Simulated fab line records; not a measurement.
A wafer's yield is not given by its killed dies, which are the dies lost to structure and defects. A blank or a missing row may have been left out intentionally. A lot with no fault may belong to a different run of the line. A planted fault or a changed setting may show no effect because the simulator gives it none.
Which of the tools did it? -- flow n5_finfet -- 10 lots, 29 wafers sampled, at 6 steps of a route of 1938

## WHAT THE GAUGES SHOWED, per wafer
N5_BEOL_M3_INSPECT_13: inspects for defects (brightfield). Usual: 416 for raw_defect_count, sd 84.
lot,measured,on,raw_defect_count,flag
L763,day 7 03:49,defect_inspect-02,394 420 469,
L764,day 7 17:32,defect_inspect-01,338 327 401,
L768,day 8 12:13,defect_inspect-02,338 426 320,
L769,day 8 15:59,defect_inspect-02,261 455 404,
L774,day 10 02:36,defect_inspect-01,388 396 426,
L775,day 10 09:08,defect_inspect-01,543 558,
L776,day 10 09:58,defect_inspect-01,1076 1095 1020,OFF
L778,day 10 21:44,defect_inspect-02,1136 1174 1213,OFF
L779,day 11 13:38,defect_inspect-02,417 410 423,
L783,day 12 00:04,defect_inspect-02,578 471 650,

N5_BEOL_M4_RC_MEAS_101. Usual: DIBL_N 35.9 mV/V, standard deviation 1.6; DIBL_P 35.6 mV/V, standard deviation 2.1; IOFF_N 0.149 nA/um, standard deviation 0.029; IOFF_P 0.20 nA/um, standard deviation 0.033; ION_N 671 uA/um, standard deviation 11; ION_P 460 uA/um, standard deviation 7.3; SS_N 71.4 mV/dec, standard deviation 0.62; SS_P 73.2 mV/dec, standard deviation 0.65; VT_N 251 mV, standard deviation 3.1; VT_P -251 mV, standard deviation 3.4.
lot,measured,on,DIBL_N (mV/V),DIBL_P (mV/V),IOFF_N (nA/um),IOFF_P (nA/um),ION_N (uA/um),ION_P (uA/um),SS_N (mV/dec),SS_P (mV/dec),VT_N (mV),VT_P (mV),flag
L763,day 7 22:20,prober-01,36.1 36.0 34.9,35.7 36.3 33.9,0.154 0.150 0.130,0.20 0.22 0.18,668 666 672,459 460 459,71.1 71.1 70.7,73.1 73.1 73.0,253 252 253,-249 -248 -252,
L764,day 8 12:00,prober-01,34.8 35.9 33.8,36.8 38.6 35.6,0.153 0.169 0.124,0.19 0.20 0.17,687 676 654,462 455 454,71.7 72.1 71.4,73.5 73.4 72.9,252 252 260,-255 -253 -256,
L768,day 9 04:26,prober-02,36.4 35.6 36.7,36.1 37.0 38.0,0.144 0.144 0.158,0.17 0.18 0.20,659 665 668,444 452 459,72.3 71.3 71.3,72.7 72.4 73.1,252 250 251,-258 -254 -252,
L769,day 9 13:25,prober-02,38.3 35.9 35.0,37.6 34.8 33.7,0.182 0.149 0.126,0.26 0.22 0.19,680 675 663,468 471 461,72.3 71.2 70.9,73.0 72.7 72.9,247 250 252,-248 -245 -251,
L774,day 10 17:42,prober-02,37.6 37.4 33.8,37.5 37.5 32.5,0.173 0.169 0.115,0.20 0.19 0.14,676 675 655,456 458 450,71.4 71.1 70.4,73.9 73.7 72.9,248 248 251,-255 -254 -256,
L775,day 11 07:04,prober-01,35.1 34.1,33.3 32.3,0.135 0.118,0.19 0.18,662 664,461 455,71.3 70.7,73.0 72.6,253 254,-251 -251,
L776,day 11 14:14,prober-02,34.7 35.5 37.9,34.8 36.1 38.3,0.127 0.143 0.178,0.18 0.19 0.23,663 675 670,454 457 457,71.2 71.6 72.4,73.1 72.4 74.4,253 252 251,-252 -251 -249,
L778,day 11 17:46,prober-02,36.0 37.8 35.8,33.6 36.3 34.2,0.126 0.148 0.125,0.16 0.20 0.17,662 673 663,457 454 459,71.7 71.1 71.1,72.8 73.7 73.1,252 251 254,-255 -251 -252,
L779,day 12 09:48,prober-02,37.3 36.2 36.7,38.0 35.3 35.5,0.163 0.141 0.150,0.23 0.18 0.19,665 656 661,458 450 458,72.7 71.8 72.4,73.9 73.1 73.3,250 253 253,-251 -257 -254,
L783,day 13 00:59,prober-02,36.6 35.3 35.5,35.6 35.2 34.1,0.183 0.175 0.161,0.23 0.23 0.20,677 686 670,466 469 457,72.1 71.3 72.1,73.3 73.8 73.5,245 245 248,-249 -248 -251,

## WHAT TOOL EACH LOT RAN ON (gives the tool, then ch and the chambers of the sampled wafers, and finally the start)
lot,N5_BEOL_M2_ANNEAL_87,N5_BEOL_M2_SPUTTER_88,N5_BEOL_M2_PRE_CLEAN_60,N5_BEOL_M3_HM_DEP_02
L763,"pvd_sputter-02, day 7 00:23","pvd_sputter-02, day 7 00:31","cvd_co-01 ch 0,1,2, day 7 02:14","pvd_sputter-01, day 7 03:13"
L764,"pvd_sputter-01, day 7 11:22","pvd_sputter-01, day 7 11:30","cvd_co-01 ch 0,1,2, day 7 13:13","pvd_sputter-03, day 7 17:03"
L768,"pvd_sputter-02, day 8 09:18","pvd_sputter-02, day 8 09:26","cvd_co-02 ch 0,1,2, day 8 11:08","pvd_sputter-03, day 8 11:37"
L769,"pvd_sputter-03, day 8 12:32","pvd_sputter-03, day 8 12:40","cvd_co-02 ch 0,2, day 8 14:29","pvd_sputter-01, day 8 15:31"
L774,"pvd_sputter-03, day 9 20:10","pvd_sputter-03, day 9 20:19","cvd_co-01 ch 1,2, day 9 22:02","pvd_sputter-01, day 10 01:59"
L775,"pvd_sputter-02, day 10 05:44","pvd_sputter-02, day 10 05:53","cvd_co-02 ch 0,2, day 10 07:37","pvd_sputter-01, day 10 08:39"
L776,"pvd_sputter-03, day 10 07:11","pvd_sputter-03, day 10 07:19","cvd_co-02 ch 0,1,2, day 10 09:02","pvd_sputter-01, day 10 09:29"
L778,"pvd_sputter-03, day 10 18:45","pvd_sputter-03, day 10 18:53","cvd_co-01 ch 1,2, day 10 20:41","pvd_sputter-01, day 10 21:14"
L779,"pvd_sputter-02, day 11 09:17","pvd_sputter-02, day 11 09:25","cvd_co-01 ch 0,1,2, day 11 11:17","pvd_sputter-02, day 11 13:08"
L783,"pvd_sputter-03, day 11 20:28","pvd_sputter-03, day 11 20:36","cvd_co-01 ch 0,2, day 11 22:23","pvd_sputter-02, day 11 23:34"
- N5_BEOL_M2_ANNEAL_87: time 240 s.
- N5_BEOL_M2_SPUTTER_88: material Cu, target thk 4.5 nm, time 8.29 s.
- N5_BEOL_M2_PRE_CLEAN_60: time 15 s.
- N5_BEOL_M3_HM_DEP_02: deposits TiN, target thk 20 nm.

## WHAT THE TOOLS THEMSELVES READ (means of the sampled wafers that have a number; where no wafer has one, the mark that the record gives instead)
N5_BEOL_M2_ANNEAL_87. Usual: heater_power_w 792 W, standard deviation 54; susceptor_temp_C_max 400.9, standard deviation 0.45.
lot,tool,heater_power_w (W),susceptor_temp_C_max,flag
L763,pvd_sputter-02,782,400.5,
L764,pvd_sputter-01,814,401.3,
L768,pvd_sputter-02,777,400.9,
L769,pvd_sputter-03,775,400.9,
L774,pvd_sputter-03,851,400.5,
L775,pvd_sputter-02,742,400.6,
L776,pvd_sputter-03,801,400.8,
L778,pvd_sputter-03,831,400.8,
L779,pvd_sputter-02,761,400.7,
L783,pvd_sputter-03,748,401.1,

N5_BEOL_M2_SPUTTER_88. Usual: chamber_pressure_pa 0.07004 Pa, standard deviation 0.00014; chuck_sensor_temp_C -15.9 C, standard deviation 0.36; throttle_valve_pct 29.8 %, standard deviation 1.4.
lot,tool,chamber_pressure_pa (Pa),chuck_sensor_temp_C (C),throttle_valve_pct (%),flag
L763,pvd_sputter-02,0.07000,-15.8,29.6,
L764,pvd_sputter-01,0.07000,-15.8,31.0,
L768,pvd_sputter-02,0.07000,-15.8,29.4,
L769,pvd_sputter-03,0.07003,-16.0,30.0,
L774,pvd_sputter-03,0.07006,-16.0,30.4,
L775,pvd_sputter-02,0.06997,-15.5,28.1,
L776,pvd_sputter-03,0.07016,-16.0,30.2,
L778,pvd_sputter-03,0.06996,-16.1,30.8,
L779,pvd_sputter-02,0.07000,-15.5,29.8,
L783,pvd_sputter-03,0.07004,-15.9,30.0,

N5_BEOL_M2_PRE_CLEAN_60. Usual: 87 W for heater_power_w, sd 17.
lot,tool,heater_power_w (W),flag
L763,cvd_co-01,86,
L764,cvd_co-01,87,
L768,cvd_co-02,84,
L769,cvd_co-02,76,
L774,cvd_co-01,101,
L775,cvd_co-02,82,
L776,cvd_co-02,86,
L778,cvd_co-01,101,
L779,cvd_co-01,90,
L783,cvd_co-01,81,

N5_BEOL_M3_HM_DEP_02. Usual: chamber_pressure_pa 0.5000 Pa, standard deviation 0.00095; throttle_valve_pct 29.9 %, standard deviation 1.3.
lot,tool,chamber_pressure_pa (Pa),throttle_valve_pct (%),flag
L763,pvd_sputter-01,0.4997,30.3,
L764,pvd_sputter-03,0.4992,31.4,
L768,pvd_sputter-03,0.5004,30.8,
L769,pvd_sputter-01,0.5002,30.2,
L774,pvd_sputter-01,0.4993,29.7,
L775,pvd_sputter-01,0.4994,30.9,
L776,pvd_sputter-01,0.5008,29.6,
L778,pvd_sputter-01,0.5003,30.4,
L779,pvd_sputter-02,0.4997,29.0,
L783,pvd_sputter-02,0.4996,29.8,

## THE ANSWER, worked out from the rows above alone
Rule: lot off if the mean of its wafers having a number is beyond 3 standard deviations from the usual mean. Also off: a lot with no number at a reading for which 4 or more lots have one. Where the step has rows for the other lots, those lots are counted as sound. First the gauges in route order, then the tools' own readings, where a lot's mean is used as printed above. The first step at which some lot is off is used, and at that step the reading that is off furthest; a lot without a number counts as furthest.
Off, at N5_BEOL_M3_INSPECT_13 on raw_defect_count: L776, L778.
If a tool, at a process step before that reading, ran all the lots that are off and no sound lot after the first of them, it fits. Those tools and the gauges at N5_BEOL_M3_INSPECT_13 are tried in the same way. One fits: N5_BEOL_M3_HM_DEP_02 on pvd_sputter-01. Its last sound lot is L775 (day 10 08:39), its first lot that is off L776 (day 10 09:29): a fault that began between those two fits.

## WHAT HAD BEEN PUT IN BY THE SIMULATOR
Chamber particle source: pvd_sputter-01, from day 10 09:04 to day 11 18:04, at N5_BEOL_M3_HM_DEP_02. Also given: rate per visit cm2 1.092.
Struck lots among those shown: L776, L778. Same finding as the rule above.
